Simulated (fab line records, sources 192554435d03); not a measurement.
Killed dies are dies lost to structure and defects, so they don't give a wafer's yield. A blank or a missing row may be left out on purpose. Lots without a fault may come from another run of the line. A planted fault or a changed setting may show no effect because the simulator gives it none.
Chamber matching | flow n5_finfet | N5_BEOL_M1_ETCH_64 on rie_diel-06: 4 sister chambers
The step etches SOC in N2/H2, target depth 75 nm, overetch 15 nm, time 112.5 s. 20 wafers are shown with their chamber, then 10 later ones without.

WAFERS WITH THEIR CHAMBER
wafer  | chamber | drypump_motor_current_A (A) | showerhead_plenum_p_Torr (Torr) | throttle_valve_pct (%)
L076.1 | 3       | 6.3                         | 2.59                            | 17.94
L076.4 | 0       | 4.9                         | 2.38                            | 18.26
L076.6 | 2       | 6.4                         | 2.51                            | 17.67
L077.3 | 0       | 4.9                         | 2.38                            | 18.25
L077.5 | 3       | 6.3                         | 2.59                            | 17.95
L077.6 | 2       | 6.3                         | 2.51                            | 17.68
L078.1 | 0       | 4.9                         | 2.38                            | 18.26
L078.2 | 2       | 6.3                         | 2.51                            | 17.67
L078.5 | 1       | 5.9                         | 2.60                            | 17.73
L082.2 | 0       | 5.0                         | 2.38                            | 18.27
L082.3 | 2       | 6.4                         | 2.51                            | 17.68
L082.6 | 3       | 6.3                         | 2.58                            | 17.96
L084.1 | 2       | 6.4                         | 2.50                            | 17.68
L084.3 | 0       | 4.9                         | 2.38                            | 18.29
L084.4 | 3       | 6.3                         | 2.58                            | 17.98
L087.1 | 3       | 6.3                         | 2.58                            | 17.96
L087.4 | 3       | 6.3                         | 2.58                            | 17.97
L087.5 | 3       | 6.3                         | 2.58                            | 17.96
L088.1 | 1       | 5.9                         | 2.59                            | 17.77
L088.3 | 3       | 6.3                         | 2.58                            | 17.97

SIGNATURES (means of the wafers above)
reading                  | chamber 0 | chamber 1 | chamber 2 | chamber 3 | scatter within a chamber
drypump_motor_current_A  | 4.920     | 5.900     | 6.360     | 6.300     | 0.0354
showerhead_plenum_p_Torr | 2.3800    | 2.5950    | 2.5080    | 2.5825    | 0.00418
throttle_valve_pct       | 18.2660   | 17.7500   | 17.6760   | 17.9612   | 0.0135
Rule: a wafer's distance from a chamber is the root of the sum, over the readings, of the square of ((its reading less the chamber's mean) divided by the reading's scatter). The wafer belongs to the nearest chamber; if the next one is less than 2 further off, it can't be placed. The scatter: the root of (the sum of the squares of (reading less its chamber's mean) over the shown wafers, divided by (wafers less chambers)).

WAFERS WITHOUT THEIR CHAMBER
wafer  | drypump_motor_current_A (A) | showerhead_plenum_p_Torr (Torr) | throttle_valve_pct (%)
L088.4 | 5.9                         | 2.59                            | 17.76
L090.1 | 6.3                         | 2.50                            | 17.71
L090.2 | 5.8                         | 2.59                            | 17.78
L090.5 | 6.3                         | 2.58                            | 17.99
L093.1 | 6.3                         | 2.50                            | 17.70
L093.3 | 6.3                         | 2.58                            | 17.99
L093.6 | 6.3                         | 2.58                            | 17.99
L096.1 | 6.3                         | 2.50                            | 17.71
L096.3 | 4.9                         | 2.69                            | 17.83
L096.5 | 6.3                         | 2.50                            | 17.73

WHICH CHAMBER EACH WENT THROUGH
wafer  | from the rows above | in truth
L088.4 | 1                   | 1
L090.1 | 2                   | 2
L090.2 | 1                   | 1
L090.5 | 3                   | 3
L093.1 | 2                   | 2
L093.3 | 3                   | 3
L093.6 | 3                   | 3
L096.1 | 2                   | 2
L096.3 | 1                   | 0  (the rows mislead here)
L096.5 | 2                   | 2
Placed correctly: 9 of 10. Can't be placed from these rows: 0. Placed wrongly: 1.
